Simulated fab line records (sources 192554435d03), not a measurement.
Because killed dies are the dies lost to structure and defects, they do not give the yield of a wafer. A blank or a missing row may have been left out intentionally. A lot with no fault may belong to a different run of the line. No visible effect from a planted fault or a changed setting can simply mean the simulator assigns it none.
Which tool did it? || flow n5 finfet || 69 wafers from 23 lots sampled at 5 of the route's 1938 steps

== WHAT THE GAUGES SHOWED, per wafer ==
N5_BEOL_M0_SAQP_CD_MEAS_40: the cd target is 30 nm. Usual: cd nm at 29.99 nm, with a standard deviation of 0.29.
{"lot": "L074", "measured": "day 5 14:25", "on": "cd sem-02", "cd nm (nm)": "30.15 29.96 29.66", "flag": ""}
{"lot": "L075", "measured": "day 5 23:50", "on": "cd sem-01", "cd nm (nm)": "29.98 29.57 29.65", "flag": ""}
{"lot": "L076", "measured": "day 6 04:15", "on": "cd sem-01", "cd nm (nm)": "29.87 30.84 30.35", "flag": ""}
{"lot": "L077", "measured": "day 6 11:24", "on": "cd sem-03", "cd nm (nm)": "29.77 29.91 30.17", "flag": ""}
{"lot": "L079", "measured": "day 6 23:01", "on": "cd sem-01", "cd nm (nm)": "30.14 30.08 30.09", "flag": ""}
{"lot": "L080", "measured": "day 7 02:55", "on": "cd sem-03", "cd nm (nm)": "29.75 30.23 30.10", "flag": ""}
{"lot": "L081", "measured": "day 7 11:20", "on": "cd sem-01", "cd nm (nm)": "30.14 30.06 30.31", "flag": ""}
{"lot": "L082", "measured": "day 7 16:08", "on": "cd sem-02", "cd nm (nm)": "30.17 29.53 29.95", "flag": ""}
{"lot": "L083", "measured": "day 8 03:17", "on": "cd sem-02", "cd nm (nm)": "29.72 29.81 29.49", "flag": ""}
{"lot": "L084", "measured": "day 8 05:40", "on": "cd sem-01", "cd nm (nm)": "30.11 29.61 30.22", "flag": ""}
{"lot": "L085", "measured": "day 8 10:47", "on": "cd sem-01", "cd nm (nm)": "30.16 30.00 29.58", "flag": ""}
{"lot": "L086", "measured": "day 8 14:43", "on": "cd sem-01", "cd nm (nm)": "29.90 30.09 30.28", "flag": ""}
{"lot": "L087", "measured": "day 8 20:26", "on": "cd sem-01", "cd nm (nm)": "29.51 30.01 29.92", "flag": ""}
{"lot": "L088", "measured": "day 9 07:52", "on": "cd sem-01", "cd nm (nm)": "29.74 29.72 30.17", "flag": ""}
{"lot": "L089", "measured": "day 9 12:43", "on": "cd sem-02", "cd nm (nm)": "30.06 30.34 30.45", "flag": ""}
{"lot": "L090", "measured": "day 9 14:10", "on": "cd sem-01", "cd nm (nm)": "29.99 29.69 29.84", "flag": ""}
{"lot": "L092", "measured": "day 10 01:45", "on": "cd sem-02", "cd nm (nm)": "30.03 29.94 29.73", "flag": ""}
{"lot": "L091", "measured": "day 10 08:19", "on": "cd sem-01", "cd nm (nm)": "30.19 29.77 30.19", "flag": ""}
{"lot": "L093", "measured": "day 10 09:19", "on": "cd sem-03", "cd nm (nm)": "29.70 30.32 30.55", "flag": ""}
{"lot": "L094", "measured": "day 10 14:46", "on": "cd sem-03", "cd nm (nm)": "29.33 29.95 30.34", "flag": ""}
{"lot": "L095", "measured": "day 10 22:53", "on": "cd sem-03", "cd nm (nm)": "30.40 30.12 29.99", "flag": ""}
{"lot": "L096", "measured": "day 11 07:54", "on": "cd sem-01", "cd nm (nm)": "30.31 29.73 29.97", "flag": ""}
{"lot": "L097", "measured": "day 11 11:49", "on": "cd sem-02", "cd nm (nm)": "29.39 29.98 29.52", "flag": ""}

N5_BEOL_M0_CUTY_INSPECT_59: inspects for defects (macro). Usual: raw defect count at 2.1, with a standard deviation of 1.4.
{"lot": "L074", "measured": "day 5 15:55", "on": "defect inspect-02", "raw defect count": "1 5 2", "flag": ""}
{"lot": "L075", "measured": "day 6 01:44", "on": "defect inspect-01", "raw defect count": "2 2 5", "flag": ""}
{"lot": "L076", "measured": "day 6 05:37", "on": "defect inspect-01", "raw defect count": "0 3 3", "flag": ""}
{"lot": "L077", "measured": "day 6 12:49", "on": "defect inspect-02", "raw defect count": "0 2 2", "flag": ""}
{"lot": "L079", "measured": "day 7 00:34", "on": "defect inspect-02", "raw defect count": "4 4 4", "flag": ""}
{"lot": "L080", "measured": "day 7 04:56", "on": "defect inspect-01", "raw defect count": "4 0 2", "flag": ""}
{"lot": "L081", "measured": "day 7 12:56", "on": "defect inspect-01", "raw defect count": "3 5 5", "flag": ""}
{"lot": "L082", "measured": "day 7 17:37", "on": "defect inspect-02", "raw defect count": "3 0 4", "flag": ""}
{"lot": "L083", "measured": "day 8 04:41", "on": "defect inspect-02", "raw defect count": "1 4 0", "flag": ""}
{"lot": "L084", "measured": "day 8 07:46", "on": "defect inspect-01", "raw defect count": "2 2 3", "flag": ""}
{"lot": "L085", "measured": "day 8 12:22", "on": "defect inspect-01", "raw defect count": "3 4 5", "flag": ""}
{"lot": "L086", "measured": "day 8 16:43", "on": "defect inspect-01", "raw defect count": "4 1 2", "flag": ""}
{"lot": "L087", "measured": "day 8 21:56", "on": "defect inspect-01", "raw defect count": "4 2 1", "flag": ""}
{"lot": "L088", "measured": "day 9 09:29", "on": "defect inspect-02", "raw defect count": "3 2 1", "flag": ""}
{"lot": "L089", "measured": "day 9 14:17", "on": "defect inspect-02", "raw defect count": "2 2 2", "flag": ""}
{"lot": "L090", "measured": "day 9 15:37", "on": "defect inspect-02", "raw defect count": "1 0 2", "flag": ""}
{"lot": "L092", "measured": "day 10 03:16", "on": "defect inspect-02", "raw defect count": "0 2 2", "flag": ""}
{"lot": "L091", "measured": "day 10 09:52", "on": "defect inspect-02", "raw defect count": "3 3 0", "flag": ""}
{"lot": "L093", "measured": "day 10 10:48", "on": "defect inspect-02", "raw defect count": "1 1 0", "flag": ""}
{"lot": "L094", "measured": "day 10 16:23", "on": "defect inspect-02", "raw defect count": "1 3 0", "flag": ""}
{"lot": "L095", "measured": "day 11 00:22", "on": "defect inspect-01", "raw defect count": "3 2 2", "flag": ""}
{"lot": "L096", "measured": "day 11 09:16", "on": "defect inspect-02", "raw defect count": "2 2 1", "flag": ""}
{"lot": "L097", "measured": "day 11 13:28", "on": "defect inspect-02", "raw defect count": "3 4 2", "flag": ""}

== EACH LOT AND THE TOOL THAT RAN IT (in order: tool; ch and the chambers of the sampled wafers; start) ==
{"lot": "L074", "N5_BEOL_M0_SAQP_SPACER2_ALD_26": "ald sin-02 ch 0,2,3, day 5 13:14", "N5_BEOL_M0_SAQP_DESCUM_45": "rie diel-03 ch 0,3, day 5 14:33", "N5_BEOL_M0_SAQP_ETCH_88": "rie diel-03 ch 0,3, day 5 14:35"}
{"lot": "L075", "N5_BEOL_M0_SAQP_SPACER2_ALD_26": "ald sin-02 ch 0,3, day 5 22:47", "N5_BEOL_M0_SAQP_DESCUM_45": "rie diel-04 ch 0,2,3, day 6 00:08", "N5_BEOL_M0_SAQP_ETCH_88": "rie diel-04 ch 0,2,3, day 6 00:11"}
{"lot": "L076", "N5_BEOL_M0_SAQP_SPACER2_ALD_26": "ald sin-02 ch 0,2,3, day 6 03:12", "N5_BEOL_M0_SAQP_DESCUM_45": "rie diel-03 ch 0,1,3, day 6 04:22", "N5_BEOL_M0_SAQP_ETCH_88": "rie diel-03 ch 0,1,3, day 6 04:25"}
{"lot": "L077", "N5_BEOL_M0_SAQP_SPACER2_ALD_26": "ald sin-01 ch 0,1,2, day 6 10:10", "N5_BEOL_M0_SAQP_DESCUM_45": "rie diel-01 ch 0,2,3, day 6 11:35", "N5_BEOL_M0_SAQP_ETCH_88": "rie diel-01 ch 0,2,3, day 6 11:37"}
{"lot": "L079", "N5_BEOL_M0_SAQP_SPACER2_ALD_26": "ald sin-02 ch 0,3, day 6 21:46", "N5_BEOL_M0_SAQP_DESCUM_45": "rie diel-04 ch 0,2,3, day 6 23:17", "N5_BEOL_M0_SAQP_ETCH_88": "rie diel-04 ch 0,2,3, day 6 23:19"}
{"lot": "L080", "N5_BEOL_M0_SAQP_SPACER2_ALD_26": "ald sin-01 ch 0,2,3, day 7 01:52", "N5_BEOL_M0_SAQP_DESCUM_45": "rie diel-01 ch 0,1, day 7 03:11", "N5_BEOL_M0_SAQP_ETCH_88": "rie diel-01 ch 0,1, day 7 03:13"}
{"lot": "L081", "N5_BEOL_M0_SAQP_SPACER2_ALD_26": "ald sin-01 ch 0,3, day 7 10:10", "N5_BEOL_M0_SAQP_DESCUM_45": "rie diel-01 ch 1,2,3, day 7 11:34", "N5_BEOL_M0_SAQP_ETCH_88": "rie diel-01 ch 1,2,3, day 7 11:36"}
{"lot": "L082", "N5_BEOL_M0_SAQP_SPACER2_ALD_26": "ald sin-02 ch 0,2,3, day 7 14:58", "N5_BEOL_M0_SAQP_DESCUM_45": "rie diel-01 ch 0,2,3, day 7 16:16", "N5_BEOL_M0_SAQP_ETCH_88": "rie diel-01 ch 0,2,3, day 7 16:18"}
{"lot": "L083", "N5_BEOL_M0_SAQP_SPACER2_ALD_26": "ald sin-01 ch 0,1, day 8 02:04", "N5_BEOL_M0_SAQP_DESCUM_45": "rie diel-03 ch 0,1,3, day 8 03:24", "N5_BEOL_M0_SAQP_ETCH_88": "rie diel-03 ch 0,1,3, day 8 03:26"}
{"lot": "L084", "N5_BEOL_M0_SAQP_SPACER2_ALD_26": "ald sin-02 ch 0,1,2, day 8 04:35", "N5_BEOL_M0_SAQP_DESCUM_45": "rie diel-03 ch 1,2,3, day 8 05:49", "N5_BEOL_M0_SAQP_ETCH_88": "rie diel-03 ch 1,2,3, day 8 05:51"}
{"lot": "L085", "N5_BEOL_M0_SAQP_SPACER2_ALD_26": "ald sin-02 ch 0,1,3, day 8 09:33", "N5_BEOL_M0_SAQP_DESCUM_45": "rie diel-03 ch 0,1,2, day 8 11:01", "N5_BEOL_M0_SAQP_ETCH_88": "rie diel-03 ch 0,1,2, day 8 11:02"}
{"lot": "L086", "N5_BEOL_M0_SAQP_SPACER2_ALD_26": "ald sin-04 ch 0,1,3, day 8 13:40", "N5_BEOL_M0_SAQP_DESCUM_45": "rie diel-03 ch 2,3, day 8 15:24", "N5_BEOL_M0_SAQP_ETCH_88": "rie diel-03 ch 2,3, day 8 15:26"}
{"lot": "L087", "N5_BEOL_M0_SAQP_SPACER2_ALD_26": "ald sin-01 ch 0,1, day 8 19:16", "N5_BEOL_M0_SAQP_DESCUM_45": "rie diel-01 ch 1,2,3, day 8 20:34", "N5_BEOL_M0_SAQP_ETCH_88": "rie diel-01 ch 1,2,3, day 8 20:36"}
{"lot": "L088", "N5_BEOL_M0_SAQP_SPACER2_ALD_26": "ald sin-02 ch 0,1,2, day 9 06:48", "N5_BEOL_M0_SAQP_DESCUM_45": "rie diel-04 ch 0,2,3, day 9 08:00", "N5_BEOL_M0_SAQP_ETCH_88": "rie diel-04 ch 0,2,3, day 9 08:02"}
{"lot": "L089", "N5_BEOL_M0_SAQP_SPACER2_ALD_26": "ald sin-02 ch 0,1,3, day 9 11:40", "N5_BEOL_M0_SAQP_DESCUM_45": "rie diel-01 ch 0,2, day 9 12:54", "N5_BEOL_M0_SAQP_ETCH_88": "rie diel-01 ch 0,2, day 9 12:56"}
{"lot": "L090", "N5_BEOL_M0_SAQP_SPACER2_ALD_26": "ald sin-04 ch 1,2, day 9 13:06", "N5_BEOL_M0_SAQP_DESCUM_45": "rie diel-01 ch 1,2, day 9 14:23", "N5_BEOL_M0_SAQP_ETCH_88": "rie diel-01 ch 1,2, day 9 14:26"}
{"lot": "L092", "N5_BEOL_M0_SAQP_SPACER2_ALD_26": "ald sin-01 ch 1,2,3, day 10 00:34", "N5_BEOL_M0_SAQP_DESCUM_45": "rie diel-03 ch 0,1,3, day 10 01:54", "N5_BEOL_M0_SAQP_ETCH_88": "rie diel-03 ch 0,1,3, day 10 01:56"}
{"lot": "L091", "N5_BEOL_M0_SAQP_SPACER2_ALD_26": "ald sin-04 ch 1,2,3, day 10 07:08", "N5_BEOL_M0_SAQP_DESCUM_45": "rie diel-01 ch 0,1,2, day 10 08:26", "N5_BEOL_M0_SAQP_ETCH_88": "rie diel-01 ch 0,1,2, day 10 08:28"}
{"lot": "L093", "N5_BEOL_M0_SAQP_SPACER2_ALD_26": "ald sin-01 ch 0,1, day 10 08:16", "N5_BEOL_M0_SAQP_DESCUM_45": "rie diel-01 ch 0,1,3, day 10 09:27", "N5_BEOL_M0_SAQP_ETCH_88": "rie diel-01 ch 0,1,3, day 10 09:29"}
{"lot": "L094", "N5_BEOL_M0_SAQP_SPACER2_ALD_26": "ald sin-02 ch 0,3, day 10 13:37", "N5_BEOL_M0_SAQP_DESCUM_45": "rie diel-04 ch 0,2,3, day 10 15:02", "N5_BEOL_M0_SAQP_ETCH_88": "rie diel-04 ch 0,2,3, day 10 15:04"}
{"lot": "L095", "N5_BEOL_M0_SAQP_SPACER2_ALD_26": "ald sin-02 ch 0,1,3, day 10 21:41", "N5_BEOL_M0_SAQP_DESCUM_45": "rie diel-01 ch 2,3, day 10 23:01", "N5_BEOL_M0_SAQP_ETCH_88": "rie diel-01 ch 2,3, day 10 23:02"}
{"lot": "L096", "N5_BEOL_M0_SAQP_SPACER2_ALD_26": "ald sin-04 ch 0,1,3, day 11 06:51", "N5_BEOL_M0_SAQP_DESCUM_45": "rie diel-04 ch 1,2,3, day 11 08:01", "N5_BEOL_M0_SAQP_ETCH_88": "rie diel-04 ch 1,2,3, day 11 08:04"}
{"lot": "L097", "N5_BEOL_M0_SAQP_SPACER2_ALD_26": "ald sin-01 ch 0,1,2, day 11 10:38", "N5_BEOL_M0_SAQP_DESCUM_45": "rie diel-04 ch 0,1,2, day 11 11:56", "N5_BEOL_M0_SAQP_ETCH_88": "rie diel-04 ch 0,1,2, day 11 11:59"}
- N5_BEOL_M0_SAQP_SPACER2_ALD_26: deposits SiO2, target thk 15 nm, pulse time 1 s, purge time 2 s.
- N5_BEOL_M0_SAQP_DESCUM_45: chemistry O2, time 7 s.
- N5_BEOL_M0_SAQP_ETCH_88: etches underlayer in N2/H2, target depth 6.5 nm, time 5.2 s.

== AS READ BY THE TOOLS THEMSELVES (means over the sampled wafers that have a number; for cases with no such wafer, the mark the record gives instead) ==
N5_BEOL_M0_SAQP_SPACER2_ALD_26. Usual: heater power w 473 W, standard deviation 32; precursor pulse height rel 1.000, standard deviation 0.02.
{"lot": "L074", "tool": "ald sin-02", "heater power w (W)": 441, "precursor pulse height rel": 0.985, "flag": ""}
{"lot": "L075", "tool": "ald sin-02", "heater power w (W)": 454, "precursor pulse height rel": 0.979, "flag": ""}
{"lot": "L076", "tool": "ald sin-02", "heater power w (W)": 450, "precursor pulse height rel": 0.990, "flag": ""}
{"lot": "L077", "tool": "ald sin-01", "heater power w (W)": 500, "precursor pulse height rel": 1.000, "flag": ""}
{"lot": "L079", "tool": "ald sin-02", "heater power w (W)": 459, "precursor pulse height rel": 0.987, "flag": ""}
{"lot": "L080", "tool": "ald sin-01", "heater power w (W)": 498, "precursor pulse height rel": 0.989, "flag": ""}
{"lot": "L081", "tool": "ald sin-01", "heater power w (W)": 520, "precursor pulse height rel": 0.998, "flag": ""}
{"lot": "L082", "tool": "ald sin-02", "heater power w (W)": 454, "precursor pulse height rel": 1.018, "flag": ""}
{"lot": "L083", "tool": "ald sin-01", "heater power w (W)": 506, "precursor pulse height rel": 0.986, "flag": ""}
{"lot": "L084", "tool": "ald sin-02", "heater power w (W)": 444, "precursor pulse height rel": 1.027, "flag": ""}
{"lot": "L085", "tool": "ald sin-02", "heater power w (W)": 448, "precursor pulse height rel": 0.995, "flag": ""}
{"lot": "L086", "tool": "ald sin-04", "heater power w (W)": 481, "precursor pulse height rel": 0.980, "flag": ""}
{"lot": "L087", "tool": "ald sin-01", "heater power w (W)": 509, "precursor pulse height rel": 0.991, "flag": ""}
{"lot": "L088", "tool": "ald sin-02", "heater power w (W)": 444, "precursor pulse height rel": 1.010, "flag": ""}
{"lot": "L089", "tool": "ald sin-02", "heater power w (W)": 446, "precursor pulse height rel": 1.005, "flag": ""}
{"lot": "L090", "tool": "ald sin-04", "heater power w (W)": 445, "precursor pulse height rel": 0.988, "flag": ""}
{"lot": "L092", "tool": "ald sin-01", "heater power w (W)": 508, "precursor pulse height rel": 0.990, "flag": ""}
{"lot": "L091", "tool": "ald sin-04", "heater power w (W)": 476, "precursor pulse height rel": 0.996, "flag": ""}
{"lot": "L093", "tool": "ald sin-01", "heater power w (W)": 510, "precursor pulse height rel": 1.026, "flag": ""}
{"lot": "L094", "tool": "ald sin-02", "heater power w (W)": 461, "precursor pulse height rel": 1.005, "flag": ""}
{"lot": "L095", "tool": "ald sin-02", "heater power w (W)": 450, "precursor pulse height rel": 0.996, "flag": ""}
{"lot": "L096", "tool": "ald sin-04", "heater power w (W)": 483, "precursor pulse height rel": 1.003, "flag": ""}
{"lot": "L097", "tool": "ald sin-01", "heater power w (W)": 507, "precursor pulse height rel": 1.016, "flag": ""}

N5_BEOL_M0_SAQP_DESCUM_45. Usual: drypump motor current A 5.8 A, standard deviation 0.31; oes product au 0.78 a.u., standard deviation 0.059; rf vpp V 243.1 V, standard deviation 1.5; showerhead plenum p Torr 2.10 Torr, standard deviation 0.075; temp c 39.99 C, standard deviation 0.11; throttle valve pct 20.46 %, standard deviation 0.21.
{"lot": "L074", "tool": "rie diel-03", "drypump motor current A (A)": 5.8, "oes product au (a.u.)": 0.78, "rf vpp V (V)": 243.4, "showerhead plenum p Torr (Torr)": 2.12, "temp c (C)": 39.93, "throttle valve pct (%)": 20.55, "flag": ""}
{"lot": "L075", "tool": "rie diel-04", "drypump motor current A (A)": 5.6, "oes product au (a.u.)": 0.78, "rf vpp V (V)": 242.7, "showerhead plenum p Torr (Torr)": 2.08, "temp c (C)": 40.01, "throttle valve pct (%)": 20.32, "flag": ""}
{"lot": "L076", "tool": "rie diel-03", "drypump motor current A (A)": 5.7, "oes product au (a.u.)": 0.82, "rf vpp V (V)": 243.6, "showerhead plenum p Torr (Torr)": 2.13, "temp c (C)": 40.00, "throttle valve pct (%)": 20.42, "flag": ""}
{"lot": "L077", "tool": "rie diel-01", "drypump motor current A (A)": 5.9, "oes product au (a.u.)": 0.80, "rf vpp V (V)": 243.7, "showerhead plenum p Torr (Torr)": 2.11, "temp c (C)": 40.04, "throttle valve pct (%)": 20.39, "flag": ""}
{"lot": "L079", "tool": "rie diel-04", "drypump motor current A (A)": 5.6, "oes product au (a.u.)": 0.77, "rf vpp V (V)": 242.1, "showerhead plenum p Torr (Torr)": 2.08, "temp c (C)": 40.17, "throttle valve pct (%)": 20.34, "flag": ""}
{"lot": "L080", "tool": "rie diel-01", "drypump motor current A (A)": 5.8, "oes product au (a.u.)": 0.81, "rf vpp V (V)": 243.0, "showerhead plenum p Torr (Torr)": 2.11, "temp c (C)": 40.03, "throttle valve pct (%)": 20.40, "flag": ""}
{"lot": "L081", "tool": "rie diel-01", "drypump motor current A (A)": 6.0, "oes product au (a.u.)": 0.75, "rf vpp V (V)": 242.5, "showerhead plenum p Torr (Torr)": 2.06, "temp c (C)": 40.05, "throttle valve pct (%)": 20.55, "flag": ""}
{"lot": "L082", "tool": "rie diel-01", "drypump motor current A (A)": 6.0, "oes product au (a.u.)": 0.79, "rf vpp V (V)": 243.2, "showerhead plenum p Torr (Torr)": 2.11, "temp c (C)": 39.94, "throttle valve pct (%)": 20.39, "flag": ""}
{"lot": "L083", "tool": "rie diel-03", "drypump motor current A (A)": 5.7, "oes product au (a.u.)": 0.80, "rf vpp V (V)": 244.2, "showerhead plenum p Torr (Torr)": 2.13, "temp c (C)": 39.90, "throttle valve pct (%)": 20.44, "flag": ""}
{"lot": "L084", "tool": "rie diel-03", "drypump motor current A (A)": 5.7, "oes product au (a.u.)": 0.77, "rf vpp V (V)": 243.4, "showerhead plenum p Torr (Torr)": 2.11, "temp c (C)": 39.94, "throttle valve pct (%)": 20.45, "flag": ""}
{"lot": "L085", "tool": "rie diel-03", "drypump motor current A (A)": 5.6, "oes product au (a.u.)": 0.82, "rf vpp V (V)": 244.2, "showerhead plenum p Torr (Torr)": 2.16, "temp c (C)": 40.03, "throttle valve pct (%)": 20.45, "flag": ""}
{"lot": "L086", "tool": "rie diel-03", "drypump motor current A (A)": 5.8, "oes product au (a.u.)": 0.72, "rf vpp V (V)": 243.7, "showerhead plenum p Torr (Torr)": 2.10, "temp c (C)": 39.96, "throttle valve pct (%)": 20.61, "flag": ""}
{"lot": "L087", "tool": "rie diel-01", "drypump motor current A (A)": 6.0, "oes product au (a.u.)": 0.74, "rf vpp V (V)": 242.4, "showerhead plenum p Torr (Torr)": 2.06, "temp c (C)": 39.97, "throttle valve pct (%)": 20.56, "flag": ""}
{"lot": "L088", "tool": "rie diel-04", "drypump motor current A (A)": 5.6, "oes product au (a.u.)": 0.76, "rf vpp V (V)": 242.8, "showerhead plenum p Torr (Torr)": 2.07, "temp c (C)": 39.94, "throttle valve pct (%)": 20.36, "flag": ""}
{"lot": "L089", "tool": "rie diel-01", "drypump motor current A (A)": 6.1, "oes product au (a.u.)": 0.77, "rf vpp V (V)": 244.5, "showerhead plenum p Torr (Torr)": 2.17, "temp c (C)": 40.03, "throttle valve pct (%)": 20.43, "flag": ""}
{"lot": "L090", "tool": "rie diel-01", "drypump motor current A (A)": 6.2, "oes product au (a.u.)": 0.73, "rf vpp V (V)": 243.5, "showerhead plenum p Torr (Torr)": 2.12, "temp c (C)": 40.00, "throttle valve pct (%)": 20.59, "flag": ""}
{"lot": "L092", "tool": "rie diel-03", "drypump motor current A (A)": 5.6, "oes product au (a.u.)": 0.78, "rf vpp V (V)": 243.2, "showerhead plenum p Torr (Torr)": 2.12, "temp c (C)": 39.92, "throttle valve pct (%)": 20.46, "flag": ""}
{"lot": "L091", "tool": "rie diel-01", "drypump motor current A (A)": 6.0, "oes product au (a.u.)": 0.75, "rf vpp V (V)": 242.7, "showerhead plenum p Torr (Torr)": 2.11, "temp c (C)": 40.06, "throttle valve pct (%)": 20.52, "flag": ""}
{"lot": "L093", "tool": "rie diel-01", "drypump motor current A (A)": 5.8, "oes product au (a.u.)": 0.76, "rf vpp V (V)": 242.7, "showerhead plenum p Torr (Torr)": 2.05, "temp c (C)": 39.92, "throttle valve pct (%)": 20.49, "flag": ""}
{"lot": "L094", "tool": "rie diel-04", "drypump motor current A (A)": 5.6, "oes product au (a.u.)": 0.75, "rf vpp V (V)": 242.2, "showerhead plenum p Torr (Torr)": 2.07, "temp c (C)": 39.92, "throttle valve pct (%)": 20.37, "flag": ""}
{"lot": "L095", "tool": "rie diel-01", "drypump motor current A (A)": 5.9, "oes product au (a.u.)": 0.74, "rf vpp V (V)": 241.9, "showerhead plenum p Torr (Torr)": 2.05, "temp c (C)": 39.87, "throttle valve pct (%)": 20.49, "flag": ""}
{"lot": "L096", "tool": "rie diel-04", "drypump motor current A (A)": 5.6, "oes product au (a.u.)": 0.77, "rf vpp V (V)": 241.5, "showerhead plenum p Torr (Torr)": 2.04, "temp c (C)": 39.90, "throttle valve pct (%)": 20.29, "flag": ""}
{"lot": "L097", "tool": "rie diel-04", "drypump motor current A (A)": 5.8, "oes product au (a.u.)": 0.78, "rf vpp V (V)": 242.4, "showerhead plenum p Torr (Torr)": 2.06, "temp c (C)": 39.95, "throttle valve pct (%)": 20.53, "flag": ""}

N5_BEOL_M0_SAQP_ETCH_88. Usual: drypump motor current A 5.8 A, standard deviation 0.31; etch rf on time s 5.15 s, standard deviation 0.18; oes product au 0.67 a.u., standard deviation 0.049; rf vpp V 523.9 V, standard deviation 2.9; showerhead plenum p Torr 2.54 Torr, standard deviation 0.087; throttle valve pct 17.87 %, standard deviation 0.24.
{"lot": "L074", "tool": "rie diel-03", "drypump motor current A (A)": 5.8, "etch rf on time s (s)": 5.11, "oes product au (a.u.)": 0.67, "rf vpp V (V)": 524.5, "showerhead plenum p Torr (Torr)": 2.59, "throttle valve pct (%)": 18.02, "flag": ""}
{"lot": "L075", "tool": "rie diel-04", "drypump motor current A (A)": 5.6, "etch rf on time s (s)": 5.20, "oes product au (a.u.)": 0.66, "rf vpp V (V)": 524.3, "showerhead plenum p Torr (Torr)": 2.52, "throttle valve pct (%)": 17.72, "flag": ""}
{"lot": "L076", "tool": "rie diel-03", "drypump motor current A (A)": 5.7, "etch rf on time s (s)": 5.15, "oes product au (a.u.)": 0.69, "rf vpp V (V)": 524.3, "showerhead plenum p Torr (Torr)": 2.59, "throttle valve pct (%)": 17.87, "flag": ""}
{"lot": "L077", "tool": "rie diel-01", "drypump motor current A (A)": 6.0, "etch rf on time s (s)": 5.26, "oes product au (a.u.)": 0.68, "rf vpp V (V)": 523.7, "showerhead plenum p Torr (Torr)": 2.56, "throttle valve pct (%)": 17.80, "flag": ""}
{"lot": "L079", "tool": "rie diel-04", "drypump motor current A (A)": 5.6, "etch rf on time s (s)": 5.23, "oes product au (a.u.)": 0.65, "rf vpp V (V)": 523.8, "showerhead plenum p Torr (Torr)": 2.51, "throttle valve pct (%)": 17.74, "flag": ""}
{"lot": "L080", "tool": "rie diel-01", "drypump motor current A (A)": 5.8, "etch rf on time s (s)": 5.27, "oes product au (a.u.)": 0.70, "rf vpp V (V)": 523.9, "showerhead plenum p Torr (Torr)": 2.55, "throttle valve pct (%)": 17.79, "flag": ""}
{"lot": "L081", "tool": "rie diel-01", "drypump motor current A (A)": 6.0, "etch rf on time s (s)": 5.06, "oes product au (a.u.)": 0.65, "rf vpp V (V)": 522.2, "showerhead plenum p Torr (Torr)": 2.51, "throttle valve pct (%)": 18.02, "flag": ""}
{"lot": "L082", "tool": "rie diel-01", "drypump motor current A (A)": 6.0, "etch rf on time s (s)": 5.23, "oes product au (a.u.)": 0.67, "rf vpp V (V)": 523.9, "showerhead plenum p Torr (Torr)": 2.56, "throttle valve pct (%)": 17.80, "flag": ""}
{"lot": "L083", "tool": "rie diel-03", "drypump motor current A (A)": 5.6, "etch rf on time s (s)": 5.11, "oes product au (a.u.)": 0.69, "rf vpp V (V)": 524.9, "showerhead plenum p Torr (Torr)": 2.59, "throttle valve pct (%)": 17.89, "flag": ""}
{"lot": "L084", "tool": "rie diel-03", "drypump motor current A (A)": 5.6, "etch rf on time s (s)": 5.11, "oes product au (a.u.)": 0.66, "rf vpp V (V)": 524.5, "showerhead plenum p Torr (Torr)": 2.57, "throttle valve pct (%)": 17.90, "flag": ""}
{"lot": "L085", "tool": "rie diel-03", "drypump motor current A (A)": 5.5, "etch rf on time s (s)": 5.12, "oes product au (a.u.)": 0.70, "rf vpp V (V)": 527.1, "showerhead plenum p Torr (Torr)": 2.63, "throttle valve pct (%)": 17.87, "flag": ""}
{"lot": "L086", "tool": "rie diel-03", "drypump motor current A (A)": 5.8, "etch rf on time s (s)": 5.07, "oes product au (a.u.)": 0.62, "rf vpp V (V)": 523.8, "showerhead plenum p Torr (Torr)": 2.56, "throttle valve pct (%)": 18.07, "flag": ""}
{"lot": "L087", "tool": "rie diel-01", "drypump motor current A (A)": 6.0, "etch rf on time s (s)": 5.04, "oes product au (a.u.)": 0.64, "rf vpp V (V)": 522.1, "showerhead plenum p Torr (Torr)": 2.50, "throttle valve pct (%)": 18.03, "flag": ""}
{"lot": "L088", "tool": "rie diel-04", "drypump motor current A (A)": 5.6, "etch rf on time s (s)": 5.22, "oes product au (a.u.)": 0.65, "rf vpp V (V)": 524.5, "showerhead plenum p Torr (Torr)": 2.51, "throttle valve pct (%)": 17.76, "flag": ""}
{"lot": "L089", "tool": "rie diel-01", "drypump motor current A (A)": 6.1, "etch rf on time s (s)": 5.00, "oes product au (a.u.)": 0.66, "rf vpp V (V)": 525.1, "showerhead plenum p Torr (Torr)": 2.62, "throttle valve pct (%)": 17.78, "flag": ""}
{"lot": "L090", "tool": "rie diel-01", "drypump motor current A (A)": 6.2, "etch rf on time s (s)": 4.92, "oes product au (a.u.)": 0.64, "rf vpp V (V)": 523.2, "showerhead plenum p Torr (Torr)": 2.57, "throttle valve pct (%)": 17.99, "flag": ""}
{"lot": "L092", "tool": "rie diel-03", "drypump motor current A (A)": 5.7, "etch rf on time s (s)": 5.23, "oes product au (a.u.)": 0.67, "rf vpp V (V)": 525.8, "showerhead plenum p Torr (Torr)": 2.58, "throttle valve pct (%)": 17.91, "flag": ""}
{"lot": "L091", "tool": "rie diel-01", "drypump motor current A (A)": 6.0, "etch rf on time s (s)": 5.01, "oes product au (a.u.)": 0.66, "rf vpp V (V)": 523.3, "showerhead plenum p Torr (Torr)": 2.55, "throttle valve pct (%)": 17.93, "flag": ""}
{"lot": "L093", "tool": "rie diel-01", "drypump motor current A (A)": 5.8, "etch rf on time s (s)": 5.28, "oes product au (a.u.)": 0.65, "rf vpp V (V)": 522.0, "showerhead plenum p Torr (Torr)": 2.49, "throttle valve pct (%)": 17.97, "flag": ""}
{"lot": "L094", "tool": "rie diel-04", "drypump motor current A (A)": 5.6, "etch rf on time s (s)": 5.26, "oes product au (a.u.)": 0.63, "rf vpp V (V)": 523.0, "showerhead plenum p Torr (Torr)": 2.50, "throttle valve pct (%)": 17.79, "flag": ""}
{"lot": "L095", "tool": "rie diel-01", "drypump motor current A (A)": 5.9, "etch rf on time s (s)": 5.20, "oes product au (a.u.)": 0.63, "rf vpp V (V)": 522.4, "showerhead plenum p Torr (Torr)": 2.49, "throttle valve pct (%)": 17.96, "flag": ""}
{"lot": "L096", "tool": "rie diel-04", "drypump motor current A (A)": 5.6, "etch rf on time s (s)": 5.20, "oes product au (a.u.)": 0.65, "rf vpp V (V)": 522.4, "showerhead plenum p Torr (Torr)": 2.48, "throttle valve pct (%)": 17.73, "flag": ""}
{"lot": "L097", "tool": "rie diel-04", "drypump motor current A (A)": 5.8, "etch rf on time s (s)": 5.15, "oes product au (a.u.)": 0.66, "rf vpp V (V)": 522.0, "showerhead plenum p Torr (Torr)": 2.47, "throttle valve pct (%)": 17.77, "flag": ""}

== THE ANSWER, worked out from the rows above alone ==
Rule: a lot counts as off when the mean over its wafers that have a number is more than 3 standard deviations away from the usual mean. A lot without any number at a reading at which 4 lots or more have one is off too. Any other lot the step has rows for is counted as sound. First the gauges in route order, then the tools' own readings, where a lot's mean is used as printed above. The first step at which some lot is off is used, and at that step the reading that is off furthest; a lot without a number counts as furthest.
Across all readings shown, no lot is off: no conclusion can be drawn from this.

== WHAT THE SIMULATOR HAD PUT IN ==
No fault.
